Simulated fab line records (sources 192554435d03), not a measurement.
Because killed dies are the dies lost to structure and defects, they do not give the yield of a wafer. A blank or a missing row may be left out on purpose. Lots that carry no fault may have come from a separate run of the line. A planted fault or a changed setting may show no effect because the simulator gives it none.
Chamber matching	flow n5_finfet	4 sister chambers for N5_BEOL_M6_STRIP_67 on rie_diel-03
The step strips in CF4. 14 wafers are shown with their chamber, then 7 later ones without.

== EACH WAFER AND ITS CHAMBER ==
wafer	chamber	drypump_motor_current_A (A)	showerhead_plenum_p_Torr (Torr)	oes_product_au (a.u.)
L076.2	2	5.71	1.84	0.88
L076.3	3	5.90	1.77	0.74
L076.6	2	5.70	1.84	0.89
L077.1	2	5.71	1.84	0.88
L077.3	3	5.91	1.77	0.74
L077.6	1	5.24	1.73	0.80
L078.1	1	5.24	1.73	0.81
L078.5	3	5.90	1.77	0.73
L078.6	2	5.70	1.83	0.88
L079.3	0	5.11	1.84	0.69
L079.4	2	5.70	1.83	0.89
L079.5	1	5.22	1.73	0.80
L081.2	1	5.22	1.73	0.79
L081.3	3	5.92	1.77	0.73

SIGNATURES, as means of the wafers listed above
reading	chamber 0	chamber 1	chamber 2	chamber 3	scatter within a chamber
drypump_motor_current_A	5.1100	5.2300	5.7040	5.9075	0.00892
showerhead_plenum_p_Torr	1.8400	1.7300	1.8360	1.7700	0.00346
oes_product_au	0.6900	0.8000	0.8840	0.7350	0.00648
Rule: a wafer lies at a distance from a chamber equal to the root of the sum of squares, over the readings, of (its reading less the chamber's mean, divided by the reading's scatter). If the next closest chamber is less than 2 further off than the closest, the wafer can't be placed; otherwise it belongs to the closest. How the scatter is found: for the shown wafers, subtract from each reading the mean of its chamber, square and add these, divide the total by (wafers less chambers), then take the root.

== WAFERS MISSING THEIR CHAMBER ==
wafer	drypump_motor_current_A (A)	showerhead_plenum_p_Torr (Torr)	oes_product_au (a.u.)
L081.4	5.95	1.77	0.73
L092.2	5.70	1.83	0.84
L092.4	5.91	1.76	0.71
L092.5	5.71	1.83	0.85
L094.2	5.88	1.76	0.71
L094.4	5.71	1.83	0.83
L094.6	5.90	1.76	0.71

== EACH ONE'S CHAMBER ==
wafer	from the rows above	in truth
L081.4	3	3
L092.2	2	2
L092.4	3	3
L092.5	2	2
L094.2	3	3
L094.4	2	2
L094.6	3	3
7 of 7 placed correctly. From these rows, 0 cannot be placed. Placed wrongly: 0.
